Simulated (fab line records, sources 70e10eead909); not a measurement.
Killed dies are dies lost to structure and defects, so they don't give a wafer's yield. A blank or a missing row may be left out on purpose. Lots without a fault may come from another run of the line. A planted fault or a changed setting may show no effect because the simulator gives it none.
Which tool did it? | flow nand_harc | 12 lots, 36 wafers sampled, at 5 steps of a route of 1302

WHAT THE GAUGES READ, wafer by wafer
NHARC_A_CHANNEL_HOLE_D1_CD_MEAS_30. Usual: cd_nm 90.3 nm, standard deviation 1.3.
lot  | measured     | on        | cd_nm (nm)     | flag
L947 | day 9 09:42  | cd_sem-02 | 89.9 92.0 92.4 |
L948 | day 9 22:17  | cd_sem-02 | 90.0 91.2 87.9 |
L952 | day 12 02:22 | cd_sem-02 | 89.5 90.5 90.1 |
L954 | day 12 20:28 | cd_sem-01 | 89.2 89.0 91.0 |
L956 | day 13 07:46 | cd_sem-03 | 89.5 87.7 87.9 |
L960 | day 15 05:01 | cd_sem-02 | 89.3 90.6 91.3 |
L962 | day 15 21:20 | cd_sem-02 | 88.9 91.4 90.1 |
L963 | day 16 08:50 | cd_sem-03 | 90.7 90.8 90.7 |
L964 | day 16 11:54 | cd_sem-03 | 87.4 89.4 91.0 |
L965 | day 17 00:21 | cd_sem-02 | 92.0 87.5 88.9 |
L966 | day 17 06:59 | cd_sem-03 | 91.9 92.0 90.5 |
L967 | day 18 02:05 | cd_sem-02 | 90.8 92.8 90.7 |

NHARC_END_SORT_01. Usual: killed_at_array 55, standard deviation 20; killed_at_other 1.1, standard deviation 1.2; killed_at_periphery 3.8, standard deviation 2.8; killed_dies 60, standard deviation 19; killed_open 3.4, standard deviation 1.9; killed_short 2.2, standard deviation 1.5.
lot  | measured     | on        | killed_at_array | killed_at_other | killed_at_periphery | killed_dies | killed_open | killed_short | flag
L952 | day 27 10:55 | prober-02 | 671 672 674     | 6 3 1           | 0 2 2               | 677 677 677 | 5 3 7       | 2 3 2        | OFF
L954 | day 28 15:43 | prober-01 | 672 674 676     | 1 0 0           | 4 3 1               | 677 677 677 | 3 3 1       | 3 0 2        | OFF
L956 | day 28 14:54 | prober-02 | 673 670 665     | 1 1 2           | 3 6 10              | 677 677 677 | 3 1 6       | 6 3 4        | OFF

WHICH TOOL RAN EACH LOT (tool, then ch and the chambers of the sampled wafers, then the start)
lot  | NHARC_A_CHANNEL_HOLE_D1_ETCH_26  | NHARC_A_CHANNEL_HOLE_D1_ETCH_33  | NHARC_A_CHANNEL_HOLE_D1_STRIP_27
L947 | har_etch-01 ch 0,1, day 9 07:58  | har_etch-01 ch 0,1, day 9 08:10  | rie_diel-01 ch 1,2, day 9 09:42 or earlier
L948 | har_etch-02 ch 0,1, day 9 20:01  | har_etch-02 ch 0,1, day 9 20:13  | rie_diel-12 ch 0,1,3, day 9 22:17 or earlier
L952 | har_etch-01 ch 0,1, day 12 00:32 | har_etch-01 ch 0,1, day 12 00:44 | rie_diel-04 ch 0,1, day 12 02:22 or earlier
L954 | har_etch-02 ch 0, day 12 18:43   | har_etch-02 ch 0, day 12 18:55   | rie_diel-04 ch 0,2, day 12 20:28 or earlier
L956 | har_etch-02 ch 0,1, day 13 05:59 | har_etch-02 ch 0,1, day 13 06:11 | rie_diel-12 ch 0,2,3, day 13 07:46 or earlier
L960 | har_etch-02 ch 1, day 15 03:16   | har_etch-02 ch 1, day 15 03:28   | rie_diel-01 ch 0,1,2, day 15 05:01 or earlier
L962 | har_etch-02 ch 0,1, day 15 19:39 | har_etch-02 ch 0,1, day 15 19:51 | rie_diel-01 ch 0,1, day 15 21:20 or earlier
L963 | har_etch-01 ch 0,1, day 16 07:06 | har_etch-01 ch 0,1, day 16 07:18 | rie_diel-04 ch 0,1,3, day 16 08:50 or earlier
L964 | har_etch-02 ch 0,1, day 16 10:00 | har_etch-02 ch 0,1, day 16 10:12 | rie_diel-12 ch 0,1,3, day 16 11:54 or earlier
L965 | har_etch-01 ch 0,1, day 16 22:32 | har_etch-01 ch 0,1, day 16 22:44 | rie_diel-12 ch 1,2,3, day 17 00:21 or earlier
L966 | har_etch-01 ch 0,1, day 17 05:15 | har_etch-01 ch 0,1, day 17 05:27 | rie_diel-04 ch 1,2,3, day 17 06:59 or earlier
L967 | har_etch-02 ch 0,1, day 18 00:20 | har_etch-02 ch 0,1, day 18 00:32 | rie_diel-04 ch 0,1, day 18 02:05 or earlier
- NHARC_A_CHANNEL_HOLE_D1_ETCH_26: etches the open film in C4F8/O2/Ar, time 224.1 s, target depth 300 nm.
- NHARC_A_CHANNEL_HOLE_D1_ETCH_33: etches the open film in C4F8/O2/Ar, time 90 s, target depth 400 nm.
- NHARC_A_CHANNEL_HOLE_D1_STRIP_27: strips in O2.

WHAT THE TOOLS THEMSELVES READ (means of the sampled wafers that have a number; where no wafer has one, the mark that the record gives instead)
NHARC_A_CHANNEL_HOLE_D1_ETCH_26. Usual: bias_v 300.3 V, standard deviation 2.9; c4f8_flow_sccm 11.40 sccm, standard deviation 0.033; drypump_motor_current_A 5.68 A, standard deviation 0.28; showerhead_plenum_p_Torr 3.72 Torr, standard deviation 0.032; throttle_valve_pct 24.584 %, standard deviation 0.01.
lot  | tool        | bias_v (V) | c4f8_flow_sccm (sccm) | drypump_motor_current_A (A) | showerhead_plenum_p_Torr (Torr) | throttle_valve_pct (%) | flag
L947 | har_etch-01 | 301.3      | 11.42                 | 5.65                        | 3.74                            | 24.578                 |
L948 | har_etch-02 | 299.6      | 11.39                 | 5.59                        | 3.75                            | 24.580                 |
L952 | har_etch-01 | 297.4      | 11.36                 | 5.66                        | 3.72                            | 24.579                 |
L954 | har_etch-02 | 298.2      | 11.45                 | 5.33                        | 3.72                            | 24.582                 |
L956 | har_etch-02 | 300.5      | 11.39                 | 5.59                        | 3.72                            | 24.583                 |
L960 | har_etch-02 | 298.8      | 11.36                 | 6.05                        | 3.72                            | 24.590                 |
L962 | har_etch-02 | 304.3      | 11.43                 | 5.82                        | 3.71                            | 24.577                 |
L963 | har_etch-01 | 301.4      | 11.44                 | 5.65                        | 3.69                            | 24.592                 |
L964 | har_etch-02 | 299.2      | 11.39                 | 5.82                        | 3.70                            | 24.588                 |
L965 | har_etch-01 | 298.3      | 11.38                 | 5.66                        | 3.68                            | 24.588                 |
L966 | har_etch-01 | 301.6      | 11.40                 | 5.64                        | 3.68                            | 24.585                 |
L967 | har_etch-02 | 297.3      | 11.43                 | 5.82                        | 3.69                            | 24.586                 |

NHARC_A_CHANNEL_HOLE_D1_ETCH_33. Usual: bias_v 400 V, standard deviation 3.8; c4f8_flow_sccm 41.70 sccm, standard deviation 0.12; drypump_motor_current_A 5.67 A, standard deviation 0.29; showerhead_plenum_p_Torr 3.71 Torr, standard deviation 0.031; throttle_valve_pct 27.619 %, standard deviation 0.0091.
lot  | tool        | bias_v (V) | c4f8_flow_sccm (sccm) | drypump_motor_current_A (A) | showerhead_plenum_p_Torr (Torr) | throttle_valve_pct (%) | flag
L947 | har_etch-01 | 395        | 41.70                 | 5.64                        | 3.73                            | 27.622                 |
L948 | har_etch-02 | 402        | 41.77                 | 5.56                        | 3.74                            | 27.615                 |
L952 | har_etch-01 | -          | -                     | -                           | -                               | -                      | OFF
L954 | har_etch-02 | -          | -                     | -                           | -                               | -                      | OFF
L956 | har_etch-02 | -          | -                     | -                           | -                               | -                      | OFF
L960 | har_etch-02 | 398        | 41.75                 | 6.06                        | 3.71                            | 27.616                 |
L962 | har_etch-02 | 406        | 41.73                 | 5.84                        | 3.70                            | 27.622                 |
L963 | har_etch-01 | 396        | 41.79                 | 5.65                        | 3.68                            | 27.623                 |
L964 | har_etch-02 | 396        | 41.71                 | 5.81                        | 3.70                            | 27.623                 |
L965 | har_etch-01 | 404        | 41.64                 | 5.66                        | 3.68                            | 27.618                 |
L966 | har_etch-01 | 400        | 41.82                 | 5.65                        | 3.67                            | 27.620                 |
L967 | har_etch-02 | 398        | 41.74                 | 5.83                        | 3.69                            | 27.622                 |

NHARC_A_CHANNEL_HOLE_D1_STRIP_27. Usual: drypump_motor_current_A 5.8 A, standard deviation 0.42; oes_product_au 1.001 a.u., standard deviation 0.01; rf_vpp_V 57.8 V, standard deviation 0.93; showerhead_plenum_p_Torr 3.55 Torr, standard deviation 0.17; throttle_valve_pct 17.037 %, standard deviation 0.0091.
lot  | tool        | drypump_motor_current_A (A) | oes_product_au (a.u.) | rf_vpp_V (V) | showerhead_plenum_p_Torr (Torr) | throttle_valve_pct (%) | flag
L947 | rie_diel-01 | 6.2                         | 1.010                 | 56.9         | 3.35                            | 17.044                 |
L948 | rie_diel-12 | 5.8                         | 0.998                 | 57.0         | 3.43                            | 17.035                 |
L952 | rie_diel-04 | 6.0                         | 1.000                 | 58.2         | 3.64                            | 17.041                 |
L954 | rie_diel-04 | 5.6                         | 1.003                 | 57.5         | 3.53                            | 17.034                 |
L956 | rie_diel-12 | 6.0                         | 1.017                 | 58.1         | 3.50                            | 17.038                 |
L960 | rie_diel-01 | 5.8                         | 0.999                 | 57.5         | 3.41                            | 17.039                 |
L962 | rie_diel-01 | 6.1                         | 0.989                 | 57.6         | 3.42                            | 17.036                 |
L963 | rie_diel-04 | 5.8                         | 1.004                 | 57.5         | 3.67                            | 17.044                 |
L964 | rie_diel-12 | 5.8                         | 0.993                 | 58.1         | 3.57                            | 17.037                 |
L965 | rie_diel-12 | 5.9                         | 0.998                 | 57.6         | 3.44                            | 17.038                 |
L966 | rie_diel-04 | 5.6                         | 1.005                 | 58.1         | 3.60                            | 17.030                 |
L967 | rie_diel-04 | 6.3                         | 0.999                 | 57.9         | 3.67                            | 17.039                 |

THE ANSWER, worked out from the rows above alone
Rule: a lot is off if the mean of its wafers that have a number lies more than 3 standard deviations from the usual mean. A lot without any number at a reading at which 4 lots or more have one is off too. The other lots that the step has rows for count as sound. The gauges are gone through in route order, then the tools' own readings, and for those a lot's mean is taken as printed above. The first step at which some lot is off is used, and at that step the reading that is off furthest; a lot without a number counts as furthest.
Off: L952, L954, L956, at NHARC_END_SORT_01 (killed_dies). Neither off nor sound, because the step has no rows for them: L947, L948, L960, L962, L963, L964, L965, L966, L967.
A tool fits if, at a process step before that reading, it ran every lot that is off, and no sound lot after the first of them. The gauges at NHARC_END_SORT_01 aren't tried: what is off there is off at NHARC_A_CHANNEL_HOLE_D1_ETCH_33 too, on other tools, and a gauge's error can't cause that. NHARC_A_CHANNEL_HOLE_D1_STRIP_27 gives no start for some lots, so the hours and the order of its lots are those of NHARC_A_CHANNEL_HOLE_D1_CD_MEAS_30. None of those tried fits.

WHAT THE SIMULATOR HAD PUT IN
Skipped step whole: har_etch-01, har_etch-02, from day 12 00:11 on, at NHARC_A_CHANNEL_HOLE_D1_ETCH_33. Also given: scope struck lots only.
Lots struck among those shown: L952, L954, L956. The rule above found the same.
